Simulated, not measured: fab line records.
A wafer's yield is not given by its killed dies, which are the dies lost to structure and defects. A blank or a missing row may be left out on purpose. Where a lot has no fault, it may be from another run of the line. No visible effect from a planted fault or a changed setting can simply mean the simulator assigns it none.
Chamber matching -- flow n5Finfet -- N5_HKMG_FIN_ETCH_31 on rieDiel-01 has 4 sister chambers
The step etches SiARC in CF4, target depth 45.5 nm, time 75.8 s. 8 wafers are shown with their chamber, then 11 later ones without.

WAFERS PAIRED WITH THEIR CHAMBERS
wafer,chamber,drypumpMotorCurrentA (A),showerheadPlenumPTorr (Torr)
L076.2,1,6.2,2.19
L083.5,0,5.9,2.05
L090.3,2,5.6,2.06
L090.5,0,5.9,2.04
L092.2,2,5.6,2.06
L092.4,1,6.1,2.17
L092.5,3,6.7,2.20
L093.3,3,6.7,2.20

WAFERS WITHOUT THEIR CHAMBER
wafer,drypumpMotorCurrentA (A),showerheadPlenumPTorr (Torr)
L093.5,5.6,2.05
L093.6,6.2,2.17
L094.2,6.7,2.20
L094.3,6.1,2.17
L094.5,5.6,2.05
L095.1,6.2,2.17
L095.4,6.7,2.20
L095.6,6.2,2.17
L091.3,5.9,2.04
L091.4,5.6,2.05
L091.5,5.6,2.05

EACH ONE'S CHAMBER
wafer,from the rows above,in truth
L093.5,2,2
L093.6,1,1
L094.2,3,3
L094.3,1,1
L094.5,2,2
L095.1,1,1
L095.4,3,3
L095.6,1,1
L091.3,0,0
L091.4,2,2
L091.5,2,2
Placed correctly: 11 of 11. Can't be placed from these rows: 0. Number placed wrongly: 0.
How it was worked out, from the rows above alone: a wafer's distance from a chamber is the root of the sum, over the readings, of the square of ((its reading less the chamber's mean) divided by the reading's scatter). The wafer belongs to the nearest chamber; if the next one is less than 2 further off, it can't be placed. For every chamber, the mean is computed from those of its wafers that are shown. The scatter: take each reading less its chamber's mean, square it, sum over the shown wafers, divide by the number of wafers less the number of chambers, and take the root.
